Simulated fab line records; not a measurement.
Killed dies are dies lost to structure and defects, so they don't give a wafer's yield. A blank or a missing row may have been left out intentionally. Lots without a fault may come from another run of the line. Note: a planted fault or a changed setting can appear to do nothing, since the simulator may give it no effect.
Problem report, 8D (eight disciplines) form, completed by code -- flow n5_finfet -- the parts of the form that need people (team, actions taken, sign-off) are left out

== 1. THE PROBLEM ==
At N5_BEOL_M2_COAT_61, spin_speed_rpm averages 1811.9 rpm over 6 wafers from 2 lots, while fault-free wafers read 1500.3 rpm, standard deviation 0.99. That is +99 or more standard deviations from the usual mean.
The step: time 60 s, resist thk 60 nm.
The first sign was on wafer L836.2 at day 10 18:59, on litho_track-01. The record has a number at this step for 12 wafers belonging to 4 lots. Rule for "out" (also "out of limits"): further than 4 standard deviations from the usual mean. The other wafers with a number count as sound.

== 2. WHAT IT IS; WHAT IT IS NOT ==
question,is,is not
which readings at this step,spin_speed_rpm,exhaust_pa
which lots,"L836, L837","L827, L839"
which wafers of those lots,all that have a number,-
read on which tools,litho_track-01,litho_track-05
when,from day 10 18:59,up to then (3 sound wafers); but 3 sound wafers of L839 came after

== 3. SUSPECTS, AND WHAT RULES EACH OUT ==
Counting: a tool stays on the suspect list if, at a process step up to the reading, it processed all lots that are out and no sound lot following the first of them.
- litho_track-01 at N5_BEOL_M2_COAT_61 (time 60 s, resist thk 60 nm): kept. It ran every lot that is out, first L836 (day 10 18:59), and no sound lot after that; its last sound lot up to then is L827 (day 7 20:17). Its own readings are out on those wafers: spin_speed_rpm.
Left after counting: litho_track-01 at N5_BEOL_M2_COAT_61.

== 4. THE CAUSE (what the simulator had put in) ==
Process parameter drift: litho_track-01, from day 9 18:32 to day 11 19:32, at N5_BEOL_M2_COAT_61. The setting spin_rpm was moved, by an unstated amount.
The count eliminated every tool but this one.

== 5. SEQUENCE OF EFFECTS, ordered by route ==
One row per reading whose mean, taken over the struck wafers that have a number, lies over 3 standard deviations from the usual. Only readings for which the record gives a usual standard deviation are gone through. hours: the time from each lot's start at the first step in this table that gives one to its start at this step, as a median over the lots. sigmas: the change in usual standard deviations.
hours,step,reading,usual,on struck wafers,change,sigmas
0,N5_BEOL_M2_COAT_61,spin_speed_rpm,1500.3 rpm,1811.9,+311.6,+99 or more
Here are the process steps it includes:
- N5_BEOL_M2_COAT_61: time 60 s, resist thk 60 nm.
Later measuring or inspecting steps at which every struck wafer that the step has a row for has a number for every such reading, and none has moved that far: N5_BEOL_M4_RC_MEAS_101.

== 6. WHAT WOULD HAVE CAUGHT IT SOONER ==
24 hours passed between the start of the fault at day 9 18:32 and the first reading out of limits in this record, taken at day 10 18:59.
